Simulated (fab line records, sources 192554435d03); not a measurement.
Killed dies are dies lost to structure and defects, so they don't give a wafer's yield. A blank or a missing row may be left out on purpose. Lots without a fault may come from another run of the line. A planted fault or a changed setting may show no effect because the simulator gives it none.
Split-lot experiment | flow n5_finfet | 7 lots, 21 wafers read, on a route of 1938 steps

THE SPLIT
At N5_GATE_CUT_COAT_35 (time 60 s, resist thk 10 nm), the setting spin_rpm was moved away from the recipe's 1500 rpm on 11 of the 21 wafers read, by -6.5% to +5.5%. The other wafers ran this setting at the recipe's value.

FROM THE SPLIT TO THE READING: what the file shows between them, 4 steps
- N5_GATE_CUT_COAT_27: time 60 s, resist thk 10 nm
- N5_GATE_CUT_COAT_07: resist thk 30 nm
- N5_GATE_CUT_DESCUM_18: chemistry O2, time 7 s
- N5_GATE_CUT_ETCH_28: etches underlayer in N2/H2, target depth 13 nm, time 10.4 s

THE READING
etch.depth_nm (the simulator's own value, which no gauge read), in nm, at N5_GATE_CUT_ETCH_36 (etches SiARC in CF4, target depth 13 nm, time 21.7 s). The file gives no usual value for it. The 10 wafers here that ran the recipe average 10.015 nm, standard deviation 0.038 nm.

wafer  | tool, chamber at the split | spin_rpm as run, rpm | against the recipe | etch.depth_nm, nm | against lot-mates on the recipe
L077.1 | litho_track-02, 0          | 1500                 | recipe             | 10.09             | -
L077.2 | litho_track-02, 0          | 1582                 | +5.5%              | 9.802             | -0.288
L077.5 | litho_track-02, 0          | 1582                 | +5.5%              | 9.788             | -0.302
L078.1 | litho_track-02, 0          | 1441                 | -3.9%              | 10.25             | +0.240
L078.4 | litho_track-02, 0          | 1500                 | recipe             | 10                | -
L078.6 | litho_track-02, 0          | 1500                 | recipe             | 10.02             | -
L086.2 | litho_track-01, 0          | 1500                 | recipe             | 9.996             | -
L086.4 | litho_track-01, 0          | 1500                 | recipe             | 9.988             | -
L086.5 | litho_track-01, 0          | 1500                 | recipe             | 10.04             | -
L087.2 | litho_track-04, 0          | 1448                 | -3.5%              | 10.13             | +0.164
L087.3 | litho_track-04, 0          | 1500                 | recipe             | 9.966             | -
L087.5 | litho_track-04, 0          | 1448                 | -3.5%              | 10.16             | +0.194
L093.1 | litho_track-04, 0          | 1580                 | +5.3%              | 9.708             | -0.255
L093.2 | litho_track-04, 0          | 1580                 | +5.3%              | 9.734             | -0.229
L093.6 | litho_track-04, 0          | 1500                 | recipe             | 9.963             | -
L094.3 | litho_track-01, 0          | 1440                 | -4.0%              | 10.26             | +0.210
L094.4 | litho_track-01, 0          | 1440                 | -4.0%              | 10.25             | +0.200
L094.5 | litho_track-01, 0          | 1500                 | recipe             | 10.05             | -
L097.3 | litho_track-04, 0          | 1500                 | recipe             | 10.04             | -
L097.4 | litho_track-04, 0          | 1402                 | -6.5%              | 10.39             | +0.350
L097.6 | litho_track-04, 0          | 1402                 | -6.5%              | 10.36             | +0.320

THE FIT
A straight line over all 21 wafers: etch.depth_nm changes by -0.0509 nm for each +1% of spin_rpm; r = -0.98; the points scatter about the line by 0.041 nm.
The same after taking each lot's own level away (the mean of its wafers on the recipe; 21 wafers): -0.0511 nm for each +1%; r = -1.00; scatter 0.019 nm.
On that fit, the largest move of spin_rpm shifts the reading by 0.33 nm.
The lots' own levels span 9.9630 to 10.0900 nm, that is 3.3 times the standard deviation above.
So the lot-to-lot level changes the slope little: the two slopes agree.
Check: with one of the wafers moved furthest among these (-6.5%) left out of the fit, the line predicts +0.334 nm for it against its lot-mates. It came out at +0.35 nm against them.

THE WHOLE CHAIN: every reading that the file lists as answering this split, in the file's order
step                | what it does                                         | reading                                                                           | change (the file's fit)                | r (the file's)
N5_GATE_CUT_COAT_35 | time 60 s, resist thk 10 nm                          | SiARC_of_GATE_CUT_COAT_35.thk_nm (the simulator's own value, which no gauge read) | -0.0488 nm for each +1% of the setting | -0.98
N5_GATE_CUT_ETCH_36 | etches SiARC in CF4, target depth 13 nm, time 21.7 s | etch.depth_nm (the simulator's own value, which no gauge read)                    | -0.0516 nm for each +1% of the setting | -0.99

THE FILE'S OWN FIT
etch.depth_nm changes by -0.0516 nm for each +1% of spin_rpm, r = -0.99.
